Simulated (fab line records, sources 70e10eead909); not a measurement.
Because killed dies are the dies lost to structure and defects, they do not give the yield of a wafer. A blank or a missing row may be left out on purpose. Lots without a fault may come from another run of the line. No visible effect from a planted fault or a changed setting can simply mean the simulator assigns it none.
A struck lot beside a sound one / flow nandHarc / 15 out of 1159 route steps
Sound: wafers L474.3, L474.4, L474.6. Struck: wafer L490.2 (L490.1, L490.3, from the same lot, were not struck and are left out); the cause is given at the end.
Per side, at each step with rows, come the tool, then ch with its chambers, and then its first start. Under that, the readings that differ: sound wafers / struck wafers / difference of the means / sigmas: that difference in standard deviations of wafers without a fault.
alike: a reading whose means differ by less than 2 such deviations, as well as words and numbers matching on both sides. not compared: withheld readings; readings where some wafer has no value; bounds like >300 that might hide an equal value; numbers whose values overlap and for which the record gives no deviation.
The two part at a step that has a row with sigmas, a row that says differs or no value, or rows on one side only. When numbers do not overlap yet have no deviation, they are printed without sigmas and do not part them. Lack of a reading on every wafer of one side parts them only where that side has two or more wafers.

first, 5 steps without rows for these wafers: NHARC_A_SGD_CUT_SOFTBAKE_04 (time 55 s); NHARC_A_SGD_CUT_EBR_05; NHARC_A_SGD_CUT_EXPOSE_06 (exposes mask SGD); NHARC_A_SGD_CUT_PEB_07 (peb time 65 s); NHARC_A_SGD_CUT_DEVELOP_08 (develop time 35 s).
NHARC_A_SGD_CUT_CD_MEAS_09 targets a cd of 100 nm.
  sound on cdSem-02 ch 0, day 14 08:36; struck on cdSem-03 ch 0, day 18 18:40
  alike: cdNm
NHARC_A_SGD_CUT_OVL_MEAS_10:
  struck on overlay-02, day 18 18:45; sound on overlay-02, day 14 08:41
  alike: overlayXNm, overlayYNm
NHARC_A_SGD_CUT_INSPECT_11:
  struck on defectInspect-01, day 18 18:47; sound on defectInspect-02, day 14 08:43
  alike: rawDefectCount
NHARC_A_SGD_CUT_DESCUM_14: chemistry O2, time 3 s.
  sound on rieDiel-06 ch 1,3, day 14 08:47; struck on rieDiel-04 ch 3, day 18 18:51
  alike: drypumpMotorCurrentA, oesProductAu, rfVppV, showerheadPlenumPTorr, throttleValvePct
  not compared: rfHoursCounterH
NHARC_A_SGD_CUT_ETCH_58: etches the open film in CF4, target depth 39 nm, time 65 s.
  sound on rieDiel-06 ch 0,3, day 14 08:52; struck on rieDiel-04 ch 0, day 18 18:56
  alike: drypumpMotorCurrentA, oesProductAu, rfVppV, runLengthS, showerheadPlenumPTorr, throttleValvePct
  not compared: rfHoursCounterH
NHARC_A_SGD_CUT_ETCH_59: etches the open film in N2/H2, target depth 260 nm, time 406.25 s.
  sound on rieDiel-06 ch 1,2,3; struck on rieDiel-04 ch 2
reading=runLengthS (s); sound=427.3 427.7 427.2; struck=428.5; difference=+1.1; sigmas=+4
  alike: drypumpMotorCurrentA, oesProductAu, rfVppV, showerheadPlenumPTorr, throttleValvePct
  not compared: rfHoursCounterH
NHARC_A_SGD_CUT_ETCH_15: etches the open film in CH3F/O2, target depth 75 nm, time 64.3 s.
  sound on rieDiel-06 ch 0,1,2; struck on rieDiel-04 ch 1
  alike: drypumpMotorCurrentA, oesProductAu, rfVppV, runLengthS, showerheadPlenumPTorr, throttleValvePct
  not compared: rfHoursCounterH
NHARC_A_SGD_CUT_ETCH_16: etches the open film in C4F8/O2/Ar, target depth 310.5 nm, time 155.2 s.
  sound on rieDiel-06 ch 0,2,3, day 14 09:22; struck on rieDiel-04 ch 0, day 18 19:28
reading=runLengthS (s); sound=176.47 176.43 176.86; struck=67.40; difference=-109.19; sigmas=-99 or more
  alike: oesProductAu, rfVppV
  not compared: rfHoursCounterH
then, 1 step without rows for these wafers: NHARC_A_SGD_CUT_STRIP_60 (strips in C4F8/O2/Ar).
-- record jumps: 6 days between struck wafers' starts before vs after; left off in module A_SGD_CUT, resumes in module END, first step shown is number 1159 of the route --
NHARC_END_SORT_01:
  sound on prober-02 ch 0, day 20 18:17; struck on prober-01 ch 0, day 24 12:22
reading=killedAtArray; sound=22 28 28; struck=676; difference=+650; sigmas=+65
reading=killedDies; sound=26 32 30; struck=677; difference=+648; sigmas=+65
  alike: killedAtOther, killedAtPeriphery, killedOpen, killedShort

WHERE THEY PART
First at NHARC_A_SGD_CUT_ETCH_59; last, within this record, at NHARC_END_SORT_01.

WHY: whatever the simulator had introduced
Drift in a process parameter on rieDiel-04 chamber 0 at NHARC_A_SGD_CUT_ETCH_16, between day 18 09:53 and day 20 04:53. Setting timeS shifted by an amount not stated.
